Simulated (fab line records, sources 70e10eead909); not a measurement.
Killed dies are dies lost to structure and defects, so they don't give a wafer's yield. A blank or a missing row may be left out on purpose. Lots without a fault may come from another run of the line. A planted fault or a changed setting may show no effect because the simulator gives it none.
Chamber matching | flow nand_harc | NHARC_A_M1_DEP_33 on pecvd-04: 3 sister chambers
The step deposits SiCN, target thk 30 nm. 3 wafers are shown with their chamber, then 10 later ones without.

WAFERS WITH THEIR CHAMBER
wafer  | chamber | heater_power_w (W)
L082.6 | 0       | 490
L086.1 | 1       | 524
L086.3 | 2       | 528

WAFERS WITHOUT THEIR CHAMBER
wafer  | heater_power_w (W)
L086.4 | 488
L093.2 | 489
L093.3 | 479
L093.6 | 497
L094.4 | 418
L094.5 | 512
L094.6 | 468
L096.3 | 610
L096.4 | 600
L096.5 | 549

WHICH CHAMBER EACH WENT THROUGH
wafer  | from the rows above          | in truth
L086.4 | can't be placed: 0 or 1 or 2 | 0
L093.2 | can't be placed: 0 or 1 or 2 | 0
L093.3 | can't be placed: 0 or 1 or 2 | 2
L093.6 | can't be placed: 0 or 1 or 2 | 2
L094.4 | can't be placed: 0 or 1 or 2 | 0
L094.5 | can't be placed: 1 or 2 or 0 | 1
L094.6 | can't be placed: 0 or 1 or 2 | 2
L096.3 | can't be placed: 2 or 1 or 0 | 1
L096.4 | can't be placed: 2 or 1 or 0 | 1
L096.5 | can't be placed: 2 or 1 or 0 | 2
Placed correctly: 0 of 10. Can't be placed from these rows: 10 (the true chamber is among the candidates in 10). Placed wrongly: 0.
How it was worked out, from the rows above alone: a wafer's distance from a chamber is the root of the sum, over the readings, of the square of ((its reading less the chamber's mean) divided by the reading's scatter). The wafer belongs to the nearest chamber; if the next one is less than 2 further off, it can't be placed. A chamber's mean is the mean of its shown wafers. The scatter: with one shown wafer a chamber, the root of the mean of the squares of how far each hidden wafer lies from its nearest shown one.
